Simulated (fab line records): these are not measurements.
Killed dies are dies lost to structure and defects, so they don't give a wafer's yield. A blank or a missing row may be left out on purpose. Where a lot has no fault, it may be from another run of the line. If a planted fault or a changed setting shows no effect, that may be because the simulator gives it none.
fab line records | flow n5Finfet | part 2 of 2: steps 5 to 6 of 6
record: lots: 21 | wafers: 63 | lastDay: 20
route steps=1938 shown BEOL_M0_SAQP@651 BEOL_M0_CUTY@711 BEOL_M0@715
lots with no fault: from the same line, run without faults
startH: the number of hours between the record's first day and the start of the first shown wafer of the lot | waitH: hours elapsed since this lot's preceding step | " same as the row above | L1.1+2: several wafers, shown together as one row | - value missing, or start not given | * or withheld: withheld | < > ~ a bound
route shown NAME@n: NAME is a module with steps in the file, n the number in the route of the first one | usual: mean/standard deviation taken from wafers without a fault | same: alike in all rows | chamber/n: place in a boat | sites: each site's reading | _std_site: how widely they spread, as a standard deviation | _edge_site: mean of outer sites minus mean of inner sites | radiusMm: how far each site lies from the wafer's centre | mask NAME#n: copy n | behind: the most recent tool/chamber to have shaped the wafer | hold: why the lot was held/for how many hours/how that ended | device: whichever transistor did not switch (one of n, p or np) | end of line: tests of these same wafers at the route's end | where a step has no rows: the recipe by itself | killed: count of dies lost to structure and defects at first sort (not the wafer's yield) | map: dies across one wafer; x = killed, . = not, _ = none there
set.NAME: the setting the step ran with; set.NAME@STEP: the setting that earlier step ran with | model.NAME: the simulator's own value behind a step, which no gauge read
the route's steps for a sample of lots (tables are steps, rows are wafers)
services: the hour from which a tool's chamber was out of use, counted from the record's first day as startH (under 0 if before that day), plus the number of hours and why
== steps ==
step: N5_BEOL_M0_ETCH_138
recipe: chemistry: CH3F/O2 | targetDepthA: 120 | target: SiCN | timeS: 31.6 | ionEnergyEv: 120 | pressureMtorr: 30 | sourceW: 395 | biasW: 75 | Ar_flow_sccm: 150 | CH3F_flow_sccm: 30 | O2_flow_sccm: 20 | ends: cleared
usual: drypumpMotorCurrentA: 5.6/0.37 | etchRfOnTimeS: 29.3/0.76 | oesProductAu: 0.67/0.088 | rfFwdPowerW: 386.2/1.8 | rfVppV: 297.0/1.5 | showerheadPlenumPTorr: 1.98/0.068 | throttleValvePct: 16.41/0.24
lot.wafer | tool       | chamber | startH | waitH | drypumpMotorCurrentA | etchRfOnTimeS | oesProductAu | rfFwdPowerW | rfHoursCounterH | rfVppV | showerheadPlenumPTorr | throttleValvePct
L074.1    | rieDiel-03 | 0       | 115.92 | 0.0   | 5.7                  | 29.3          | 0.64         | 383.8       | 144             | 296.0  | 1.92                  | 16.47
L074.2    | "          | 3       | "      | "     | 5.3                  | 29.4          | 0.61         | 386.7       | 186             | 298.2  | 1.98                  | 16.23
L074.5    | "          | 1       | "      | "     | 5.5                  | 29.5          | 0.60         | 385.1       | -               | 295.2  | 1.98                  | 16.73
L076.2    | rieDiel-06 | 3       | 126.76 | 0.0   | 4.9                  | 29.8          | 0.60         | 386.7       | 222             | 297.2  | 1.98                  | 16.86
L076.3    | "          | 2       | "      | "     | 5.5                  | 28.7          | 0.71         | 385.2       | 77              | 297.9  | 2.02                  | 16.07
L076.5    | "          | 1       | "      | "     | 5.8                  | 30.1          | 0.66         | 390.4       | -               | 296.4  | 1.93                  | 16.46
L077.1    | rieDiel-06 | 3       | 137.32 | 0.0   | 4.9                  | 29.9          | 0.61         | 388.4       | 224             | 297.7  | 1.98                  | 16.87
L077.4    | "          | 0       | "      | "     | 5.7                  | 29.1          | 0.61         | 384.7       | 231             | 296.4  | 1.98                  | 16.62
L077.5    | "          | 1       | "      | "     | 5.8                  | 29.4          | 0.66         | 386.9       | -               | 296.5  | 1.93                  | 16.49
L078.1    | rieDiel-05 | 2       | 138.03 | 0.0   | 6.3                  | 29.5          | 0.64         | 385.4       | 168             | 296.5  | 1.99                  | 16.40
L078.5    | "          | 3       | "      | "     | 5.4                  | 30.2          | 0.61         | 390.6       | -               | 296.6  | 1.98                  | 16.73
L078.6    | "          | 2       | "      | "     | 6.3                  | 30.5          | 0.63         | 383.6       | -               | 297.2  | 1.99                  | 16.41
L079.1    | rieDiel-03 | 3       | 146.03 | 0.0   | 5.3                  | 29.4          | 0.61         | 389.1       | 197             | 296.8  | 1.98                  | 16.26
L079.4    | "          | 2       | "      | "     | 5.8                  | 30.3          | 0.80         | 384.9       | 13              | 300.6  | 2.13                  | 16.12
L079.5    | "          | 0       | "      | "     | 5.7                  | 31.1          | 0.65         | 385.0       | -               | 295.0  | 1.91                  | 16.50
L080.1    | rieDiel-05 | 3       | 152.26 | 0.0   | 5.4                  | 28.9          | 0.61         | 390.1       | 200             | 298.0  | 1.98                  | 16.75
L080.5    | "          | 3       | "      | "     | 5.4                  | 29.4          | 0.61         | 390.8       | -               | 296.6  | 1.98                  | 16.77
L080.6    | "          | 2       | "      | "     | 6.2                  | 29.6          | 0.63         | 384.8       | -               | 297.1  | 1.99                  | 16.42
L081.4    | rieDiel-03 | 0       | 164.92 | 0.0   | 5.7                  | 30.6          | 0.64         | 385.6       | 161             | 295.7  | 1.91                  | 16.52
L081.5    | "          | 3       | "      | "     | 5.3                  | 29.9          | 0.60         | 386.5       | -               | 296.8  | 1.97                  | 16.26
L081.6    | "          | 2       | "      | "     | 5.8                  | 29.6          | 0.79         | 384.9       | -               | 299.9  | 2.13                  | 16.15
L082.2    | rieDiel-03 | 0       | 165.25 | 0.0   | 5.7                  | 29.3          | 0.63         | 386.0       | 162             | 295.8  | 1.91                  | 16.54
L082.4    | "          | 3       | "      | "     | 5.3                  | 29.7          | 0.60         | 387.5       | 203             | 297.7  | 1.97                  | 16.27
L082.5    | "          | 1       | "      | "     | 5.4                  | 29.3          | 0.59         | 383.5       | -               | 297.0  | 1.97                  | 16.77
L083.4    | rieDiel-03 | 1       | 171.51 | 0.0   | 5.5                  | 29.6          | 0.59         | 386.4       | -               | 295.8  | 1.97                  | 16.77
L083.5    | "          | 3       | "      | "     | 5.3                  | 29.9          | 0.61         | 385.4       | -               | 296.5  | 1.97                  | 16.28
L083.6    | "          | 0       | "      | "     | 5.7                  | 29.8          | 0.63         | 385.7       | -               | 294.8  | 1.91                  | 16.53
L084.1    | rieDiel-03 | 3       | 182.73 | 0.0   | 5.3                  | 28.6          | 0.60         | 386.2       | 209             | 296.2  | 1.97                  | 16.27
L084.2    | "          | 0       | "      | "     | 5.7                  | 29.5          | 0.63         | 382.2       | 167             | 296.6  | 1.91                  | 16.52
L084.4    | "          | 2       | "      | "     | 5.8                  | 29.7          | 0.79         | 386.3       | 25              | 299.0  | 2.13                  | 16.16
L085.2    | rieDiel-03 | 3       | 183.90 | 0.0   | 5.3                  | 30.3          | 0.60         | 390.0       | 209             | 297.6  | 1.97                  | 16.26
L085.3    | "          | 0       | "      | "     | 5.7                  | 31.1          | 0.62         | 383.9       | 167             | 296.1  | 1.91                  | 16.53
L085.5    | "          | 3       | "      | "     | 5.3                  | 30.9          | 0.59         | 388.8       | -               | 296.5  | 1.97                  | 16.27
L086.2    | rieDiel-06 | 3       | 187.05 | 0.0   | 4.9                  | 29.6          | 0.58         | 386.0       | 243             | 297.2  | 1.97                  | 16.90
L086.4    | "          | 1       | "      | "     | 5.8                  | 29.4          | 0.65         | 388.0       | 143             | 296.2  | 1.92                  | 16.53
L086.6    | "          | 2       | "      | "     | 5.5                  | 30.0          | 0.69         | 385.1       | -               | 296.8  | 2.01                  | 16.11
L087.3    | rieDiel-05 | 1       | 192.26 | 0.0   | 6.5                  | 28.6          | 0.62         | 388.8       | 220             | 295.9  | 1.90                  | 16.56
L087.4    | "          | 3       | "      | "     | 5.4                  | 29.8          | 0.60         | 387.6       | 212             | 296.3  | 1.98                  | 16.77
L087.6    | "          | 0       | "      | "     | 6.4                  | 28.4          | 0.79         | 387.3       | -               | 296.8  | 1.96                  | 15.81
L088.4    | rieDiel-03 | 0       | 207.44 | 0.0   | 5.7                  | 29.4          | 0.62         | 385.4       | 178             | 296.2  | 1.91                  | 16.54
L088.5    | "          | 1       | "      | "     | 5.4                  | 28.7          | 0.58         | 385.9       | -               | 296.8  | 1.96                  | 16.79
L088.6    | "          | 2       | "      | "     | 5.8                  | 28.0          | 0.76         | 385.5       | -               | 300.0  | 2.12                  | 16.16
L089.1    | rieDiel-05 | 1       | 211.77 | 0.0   | 6.5                  | 29.1          | 0.59         | 389.0       | 227             | 295.4  | 1.89                  | 16.57
L089.3    | "          | 3       | "      | "     | 5.4                  | 30.3          | 0.59         | 389.7       | 219             | 296.8  | 1.98                  | 16.78
L089.4    | "          | 0       | "      | "     | 6.4                  | 29.2          | 0.78         | 385.4       | 22              | 297.3  | 1.96                  | 15.80
L091.2    | rieDiel-03 | 0       | 222.64 | 0.0   | 5.7                  | 29.3          | 0.61         | 384.9       | 185             | 295.9  | 1.90                  | 16.57
L091.4    | "          | 3       | "      | "     | 5.3                  | 29.4          | 0.59         | 386.8       | -               | 296.4  | 1.97                  | 16.30
L091.5    | "          | 0       | "      | "     | 5.7                  | 30.4          | 0.62         | 387.0       | -               | 296.3  | 1.90                  | 16.57
L090.2    | rieDiel-03 | 2       | 225.05 | 0.0   | 5.8                  | 27.6          | 0.75         | 384.4       | 45              | 299.2  | 2.12                  | 16.19
L090.4    | "          | 0       | "      | "     | 5.7                  | 29.3          | 0.62         | 386.3       | -               | 294.9  | 1.90                  | 16.58
L090.6    | "          | 2       | "      | "     | 5.8                  | 28.4          | 0.75         | 384.9       | -               | 299.0  | 2.12                  | 16.18
L092.2    | rieDiel-06 | 1       | 226.90 | 0.0   | 5.8                  | 28.9          | 0.65         | 390.4       | 158             | 295.4  | 1.92                  | 16.54
L092.4    | "          | 2       | "      | "     | 5.6                  | 29.2          | 0.68         | 384.4       | 115             | 297.5  | 2.01                  | 16.15
L092.6    | "          | 3       | "      | "     | 4.9                  | 28.8          | 0.88         | 387.4       | -               | 297.5  | 1.97                  | 16.40
L093.1    | rieDiel-06 | 0       | 232.05 | 0.0   | 5.7                  | 28.4          | 0.80         | 386.5       | 11              | 297.2  | 1.97                  | 16.21
L093.4    | "          | 1       | "      | "     | 5.8                  | 29.4          | 0.63         | 387.9       | 161             | 296.2  | 1.92                  | 16.55
L093.5    | "          | 3       | "      | "     | 4.9                  | 28.6          | 0.86         | 388.2       | -               | 295.7  | 1.97                  | 16.41
L096.2    | rieDiel-06 | 0       | 257.92 | 0.0   | 5.7                  | 28.1          | 0.78         | 383.7       | 25              | 296.5  | 1.96                  | 16.23
L096.4    | "          | 2       | "      | "     | 5.5                  | 29.1          | 0.67         | 386.2       | 131             | 298.6  | 2.00                  | 16.16
L096.6    | "          | 3       | "      | "     | 4.9                  | 28.4          | 0.83         | 387.7       | -               | 296.2  | 1.97                  | 16.45
L097.1    | rieDiel-03 | 3       | 262.56 | 0.0   | 5.3                  | 29.4          | 0.57         | 386.8       | 246             | 296.5  | 1.96                  | 16.34
L097.2    | "          | 2       | "      | "     | 5.8                  | 27.6          | 0.73         | 386.8       | 63              | 298.3  | 2.11                  | 16.20
L097.6    | "          | 2       | "      | "     | 5.8                  | 29.5          | 0.74         | 383.8       | -               | 299.3  | 2.11                  | 16.21
step: N5_BEOL_M0_OCD_MEAS_108
usual: trenchDepthNm: 32.6/0.56
lot.wafer | tool   | chamber | startH | waitH | trenchDepthNm
L074.1    | ocd-02 | -       | 116.75 | 0.1   | 32.6
L074.2    | "      | -       | "      | "     | 32.4
L074.5    | "      | -       | "      | "     | 33.2
L076.2    | ocd-01 | -       | 129.35 | 0.1   | 32.8
L076.3    | "      | -       | "      | "     | 32.5
L076.5    | "      | -       | "      | "     | 32.2
L077.1    | ocd-01 | -       | 141.23 | 0.1   | 33.3
L077.4    | "      | -       | "      | "     | 32.5
L077.5    | "      | -       | "      | "     | 32.1
L078.1    | ocd-01 | -       | 141.92 | 0.1   | 32.9
L078.5    | "      | -       | "      | "     | 32.4
L078.6    | "      | -       | "      | "     | 32.8
L079.1    | ocd-02 | -       | 146.77 | 0.1   | 32.9
L079.4    | "      | -       | "      | "     | 32.7
L079.5    | "      | -       | "      | "     | 33.2
L080.1    | ocd-02 | -       | 158.65 | 0.1   | 32.0
L080.5    | "      | -       | "      | "     | 33.1
L080.6    | "      | -       | "      | "     | 33.4
L081.4    | ocd-01 | -       | 167.22 | 0.1   | 31.8
L081.5    | "      | -       | "      | "     | 31.8
L081.6    | "      | -       | "      | "     | 32.7
L082.2    | ocd-02 | -       | 167.42 | 0.1   | 32.6
L082.4    | "      | -       | "      | "     | 32.1
L082.5    | "      | -       | "      | "     | 32.9
L083.4    | ocd-01 | -       | 173.68 | 0.1   | 32.1
L083.5    | "      | -       | "      | "     | 32.4
L083.6    | "      | -       | "      | "     | 33.0
L084.1    | ocd-01 | -       | 187.25 | 0.1   | 32.4
L084.2    | "      | -       | "      | "     | 33.9
L084.4    | "      | -       | "      | "     | 32.4
L085.2    | ocd-02 | -       | 187.70 | 0.1   | 32.5
L085.3    | "      | -       | "      | "     | 31.9
L085.5    | "      | -       | "      | "     | 33.0
L086.2    | ocd-01 | -       | 187.88 | 0.1   | 32.9
L086.4    | "      | -       | "      | "     | 32.4
L086.6    | "      | -       | "      | "     | 32.1
L087.3    | ocd-02 | -       | 193.89 | 0.1   | 31.9
L087.4    | "      | -       | "      | "     | 31.8
L087.6    | "      | -       | "      | "     | 32.7
L088.4    | ocd-02 | -       | 210.39 | 0.1   | 31.6
L088.5    | "      | -       | "      | "     | 31.6
L088.6    | "      | -       | "      | "     | 32.7
L089.1    | ocd-01 | -       | 213.74 | 0.1   | 33.1
L089.3    | "      | -       | "      | "     | 32.2
L089.4    | "      | -       | "      | "     | 32.3
L090.2    | ocd-01 | -       | 230.15 | 0.1   | 32.1
L090.4    | "      | -       | "      | "     | 33.0
L090.6    | "      | -       | "      | "     | 33.1
L091.2    | ocd-02 | -       | 230.32 | 0.1   | 32.1
L091.4    | "      | -       | "      | "     | 32.5
L091.5    | "      | -       | "      | "     | 33.6
L092.2    | ocd-01 | -       | 230.33 | 0.1   | 31.4
L092.4    | "      | -       | "      | "     | 33.4
L092.6    | "      | -       | "      | "     | 31.7
L093.1    | ocd-02 | -       | 236.76 | 0.1   | 33.4
L093.4    | "      | -       | "      | "     | 32.2
L093.5    | "      | -       | "      | "     | 33.4
L096.2    | ocd-01 | -       | 260.43 | 0.1   | 32.3
L096.4    | "      | -       | "      | "     | 32.2
L096.6    | "      | -       | "      | "     | 31.9
L097.1    | ocd-01 | -       | 264.12 | 0.1   | 33.1
L097.2    | "      | -       | "      | "     | 32.3
L097.6    | "      | -       | "      | "     | 32.4
== services ==
tool       | chamber | startH | hours | kind
rieDiel-05 | 0       | 89.36  | 11.4  | repair
rieDiel-03 | 2       | 92.45  | -     | clean
rieDiel-03 | 2       | 92.45  | -     | consumableReplace:focusRing
rieDiel-03 | 2       | 92.45  | -     | consumableReplace:showerhead
rieDiel-03 | 2       | 92.45  | 16.9  | scheduledDown
rieDiel-03 | 2       | 92.45  | 16.9  | ventCycle
rieSi-03   | 1       | 120.88 | 3.4   | repair
rieDiel-02 | -       | 153.92 | 15.6  | pm
rieDiel-05 | -       | 156.79 | 2.8   | pm
rieDiel-03 | 2       | 170.07 | 2.4   | repair
rieDiel-01 | 2       | 178.02 | 2.6   | repair
rieSi-04   | -       | 178.23 | 15.6  | pm
rieDiel-04 | 1       | 187.68 | 4.9   | repair
rieDiel-01 | 2       | 195.10 | 8.9   | repair
rieSi-04   | 0       | 195.95 | 7.9   | repair
rieSi-02   | -       | 196.96 | 0.4   | repair
rieDiel-03 | 1       | 211.56 | -     | clean
rieDiel-03 | 1       | 211.56 | -     | consumableReplace:focusRing
rieDiel-02 | 3       | 218.90 | 6.0   | repair
rieDiel-05 | -       | 223.81 | 28.1  | pm
rieSi-03   | 2       | 236.27 | 20.9  | repair
rieDiel-02 | 3       | 241.30 | 2.1   | repair
rieSi-02   | 3       | 241.80 | 4.4   | repair
rieSi-02   | -       | 246.94 | 1.8   | repair
